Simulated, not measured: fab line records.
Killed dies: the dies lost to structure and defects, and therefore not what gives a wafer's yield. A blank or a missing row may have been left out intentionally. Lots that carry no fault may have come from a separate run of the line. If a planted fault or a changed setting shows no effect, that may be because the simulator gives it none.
The tool behind it: which one? | flow nand harc | 14 lots with 41 wafers sampled at 4 steps, on a route of 1302 steps

== WHAT THE GAUGES READ, wafer by wafer ==
NHARC_A_ONON_D2_THK_MEAS_18: measures by ellipsometry.
lot  | measured     | on            | thk nm (nm)
L496 | day 12 12:52 | film metro-01 | 1003 1002 1000
L497 | day 12 21:54 | film metro-01 | 1015 1016 1017
L500 | day 14 03:53 | film metro-01 | 1806 1021
L501 | day 14 14:11 | film metro-02 | 1799 1014 1013
L509 | day 18 00:08 | film metro-01 | 1002 1002 1004
L510 | day 19 11:08 | film metro-01 | 983 983 984
L512 | day 19 20:48 | film metro-02 | 994 995 996
L513 | day 19 20:48 | film metro-01 | 999 998 1000
L514 | day 20 04:46 | film metro-01 | 1006 1005 1006
L515 | day 20 20:16 | film metro-02 | 1006 1004 1004
L516 | day 21 15:38 | film metro-02 | 1004 1004 1002
L517 | day 21 15:38 | film metro-01 | 1010 1011 1013
L518 | day 22 04:06 | film metro-02 | 1011 1013 1013
L519 | day 22 18:37 | film metro-01 | 1015 1014 1014

NHARC_END_SORT_01.
lot  | measured     | on        | killed at array | killed at other | killed at periphery | killed dies | killed open | killed short
L500 | day 25 17:41 | prober-02 | 674 51          | 0 0             | 3 4                 | 677 55      | 4 5         | 1 5
L501 | day 25 22:58 | prober-01 | 674 86 63       | 1 2 2           | 2 1 0               | 677 89 65   | 3 3 2       | 4 9 0
L510 | day 30 09:19 | prober-02 | 69 76 92        | 0 0 0           | 2 5 4               | 71 81 96    | 3 2 2       | 0 1 6
L512 | day 32 00:22 | prober-01 | 50 57 46        | 0 0 0           | 7 6 8               | 57 63 54    | 3 4 4       | 2 4 4

== WHICH TOOL RAN EACH LOT (tool, then ch and the chambers of the sampled wafers, then the start) ==
lot  | NHARC_A_DECK1_JOINT_ETCHBACK_00  | NHARC_A_ONON_D2_DEP_16
L496 | rie si-03 ch 0,2,3, day 11 05:02 | pecvd onon-03 ch 0, day 12 12:25
L497 | rie si-01 ch 0,1, day 11 11:37   | pecvd onon-03 ch 0, day 12 21:26
L500 | rie si-04 ch 2,3, day 12 21:28   | pecvd onon-03 ch 0, day 14 03:26
L501 | rie si-04 ch 0,1,3, day 13 02:43 | pecvd onon-03 ch 0, day 14 13:43
L509 | rie si-03 ch 0,1,2, day 16 16:14 | pecvd onon-03 ch 0, day 17 23:41
L510 | rie si-01 ch 0,1,2, day 17 18:41 | pecvd onon-03 ch 0, day 19 10:41
L512 | rie si-01 ch 1,2,3, day 18 02:35 | pecvd onon-03 ch 0, day 19 20:17
L513 | rie si-04 ch 1,3, day 18 10:39   | pecvd onon-02 ch 0, day 19 20:20
L514 | rie si-03 ch 2,3, day 18 20:18   | pecvd onon-03 ch 0, day 20 04:15
L515 | rie si-04 ch 0,2,3, day 19 11:56 | pecvd onon-03 ch 0, day 20 19:49
L516 | rie si-01 ch 0,1,3, day 19 22:32 | pecvd onon-02 ch 0, day 21 15:11
L517 | rie si-03 ch 1,2,3, day 20 06:08 | pecvd onon-03 ch 0, day 21 15:08
L518 | rie si-01 ch 0,1,3, day 20 14:25 | pecvd onon-03 ch 0, day 22 03:35
L519 | rie si-03 ch 2,3, day 21 10:37   | pecvd onon-03 ch 0, day 22 18:05
- NHARC_A_DECK1_JOINT_ETCHBACK_00: etches the open film in HBr, target depth 30 nm, time 17.4 s.
- NHARC_A_ONON_D2_DEP_16: target thk 1000 nm.

== WHAT THE TOOLS THEMSELVES READ (means of the sampled wafers that have a number; where no wafer has one, the mark that the record gives instead) ==
NHARC_A_DECK1_JOINT_ETCHBACK_00.
lot  | tool      | chamber pressure mTorr (mTorr) | drypump motor current A (A) | oes product au (a.u.) | throttle valve pct (%)
L496 | rie si-03 | 15.001                         | 5.4                         | 1.009                 | 23.258
L497 | rie si-01 | 15.005                         | 5.5                         | 0.997                 | 23.271
L500 | rie si-04 | 15.009                         | 5.9                         | 0.996                 | 23.277
L501 | rie si-04 | 14.993                         | 5.4                         | 1.000                 | 23.268
L509 | rie si-03 | 14.986                         | 5.3                         | 1.010                 | 23.267
L510 | rie si-01 | 15.002                         | 5.7                         | 1.007                 | 23.265
L512 | rie si-01 | 14.994                         | 5.4                         | 1.000                 | 23.266
L513 | rie si-04 | 14.992                         | 5.2                         | 1.002                 | 23.269
L514 | rie si-03 | 15.008                         | 5.6                         | 1.001                 | 23.266
L515 | rie si-04 | 15.006                         | 6.0                         | 1.003                 | 23.271
L516 | rie si-01 | 15.003                         | 5.7                         | 1.011                 | 23.262
L517 | rie si-03 | 15.008                         | 5.5                         | 1.001                 | 23.263
L518 | rie si-01 | 15.004                         | 5.7                         | 0.996                 | 23.271
L519 | rie si-03 | 14.999                         | 5.5                         | 1.002                 | 23.268

== THE ANSWER, worked out from the rows above alone ==
Rule: the lots themselves supply what counts as usual. The widest of any qualifying gaps counts: lots, ordered by their means at a reading, are off when they make up no more than a third of the lots, leave a main group of 4 or more, and stand apart from it by 3 or more times the standard deviation of that group's means. Not used: any main group whose means are identical at the precision the tables above print for the reading. A lot without any number at a reading at which 4 lots or more have one is off too. The other lots that the step has rows for count as sound. The gauges are gone through in route order, then the tools' own readings, and for those a lot's mean is taken as printed above. The first step at which some lot is off is used, and at that step the reading that is off furthest; a lot without a number counts as furthest.
Off, at NHARC_A_ONON_D2_THK_MEAS_18 on thk nm: L500, L501. The main group has a mean of 1004 nm with a standard deviation of 8.7.
A tool fits if, at a process step before that reading, it ran every lot that is off, and no sound lot after the first of them. Gauges at NHARC_A_ONON_D2_THK_MEAS_18: tried the same way as those tools. None of those tried fits.

== WHAT THE SIMULATOR HAD PUT IN ==
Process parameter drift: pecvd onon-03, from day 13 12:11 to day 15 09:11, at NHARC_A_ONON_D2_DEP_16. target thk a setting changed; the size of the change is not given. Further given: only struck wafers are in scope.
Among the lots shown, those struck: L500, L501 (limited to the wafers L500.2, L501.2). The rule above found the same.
